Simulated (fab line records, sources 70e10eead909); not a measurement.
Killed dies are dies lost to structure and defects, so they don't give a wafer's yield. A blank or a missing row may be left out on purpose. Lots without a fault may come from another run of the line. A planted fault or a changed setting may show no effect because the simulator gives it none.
Problem report in the 8D (eight disciplines) form, filled by code | flow nand_harc | the parts of the form that need people (team, actions taken, sign-off) are left out

1. THE PROBLEM
killed_at_array at NHARC_END_SORT_01 reads a mean of 122 on 2 wafers of 1 lot; wafers without a fault read 27 with a standard deviation of 9.9. That is +9.5 standard deviations from the usual mean.
First seen on wafer L670.2, day 22 14:20, on prober-02. The record holds 3 wafers of 1 lot with a number at this step. Rule for "out", or "out of limits": more than 4 standard deviations from the usual mean. The other wafers with a number count as sound.

2. WHAT IT IS AND WHAT IT IS NOT
question                    | is                           | is not
which readings at this step | killed_at_array, killed_dies | killed_at_other, killed_at_periphery, killed_open, killed_short
which lots                  | L670                         | -
which wafers of those lots  | L670.2, L670.4               | L670.1
read on which gauges        | prober-02                    | -
when                        | from day 22 14:20            | up to then (1 sound wafer)

3. SUSPECTS, AND WHAT RULES EACH OUT
Counting: a tool at a process step up to the reading stays a suspect if it ran every lot that is out. Sound lots after the first of them don't rule it out here, since some wafers of a struck lot are sound.
- the gauge at NHARC_END_SORT_01: kept. All the wafers that are out were read on prober-02, and no step on other tools shows them out.
- plasma_asher-02 at NHARC_A_STAIRCASE_STRIP_254 (strips in O2): kept. It ran the lot that is out, L670 (day 14 21:10).
- cmp-02 at NHARC_THIN_TSV_CMP_01 (polishes): kept. It ran the lot that is out, L670 (day 21 16:35).
- Within plasma_asher-02 at NHARC_A_STAIRCASE_STRIP_254: the wafers that are out ran in chamber 0; their sound lot-mates ran in chamber 1.
- Within cmp-02 at NHARC_THIN_TSV_CMP_01: the wafers that are out ran in chambers 0, 1; their sound lot-mates ran in chamber 2.
Left after counting: plasma_asher-02 at NHARC_A_STAIRCASE_STRIP_254, cmp-02 at NHARC_THIN_TSV_CMP_01, prober-02 at NHARC_END_SORT_01.

4. THE CAUSE (what the simulator had put in)
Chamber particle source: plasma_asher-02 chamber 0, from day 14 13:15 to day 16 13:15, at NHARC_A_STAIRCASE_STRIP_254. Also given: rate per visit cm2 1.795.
Counting left 3 suspects, and this tool is among them.

5. THE CHAIN OF EFFECTS, in route order
Each row: a reading whose mean over the struck wafers that have a number lies more than 3 standard deviations from the usual. Only readings for which the record gives a usual standard deviation are gone through. hours: the time from each lot's start at the first step in this table that gives one to its start at this step, as a median over the lots. sigmas: the change in usual standard deviations.
hours | step              | reading         | usual | on struck wafers | change | sigmas
0     | NHARC_END_SORT_01 | killed_at_array | 27    | 122              | +94    | +9.5
0     | NHARC_END_SORT_01 | killed_dies     | 31    | 124              | +92    | +9.2

6. WHAT WOULD HAVE CAUGHT IT SOONER
In this record the first reading out of limits at a measuring or inspecting step was taken at day 22 14:20, 193 hours after the fault began at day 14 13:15.
Of the tool readings at NHARC_A_STAIRCASE_STRIP_254 for which the record gives a usual standard deviation, none was out on any struck wafer, so an alarm limit of 4 standard deviations on them would not have fired.
All the lots that are out (1) had begun NHARC_A_STAIRCASE_STRIP_254 on plasma_asher-02 by day 22 14:20. A hold on the tool at that time would have spared none of them.
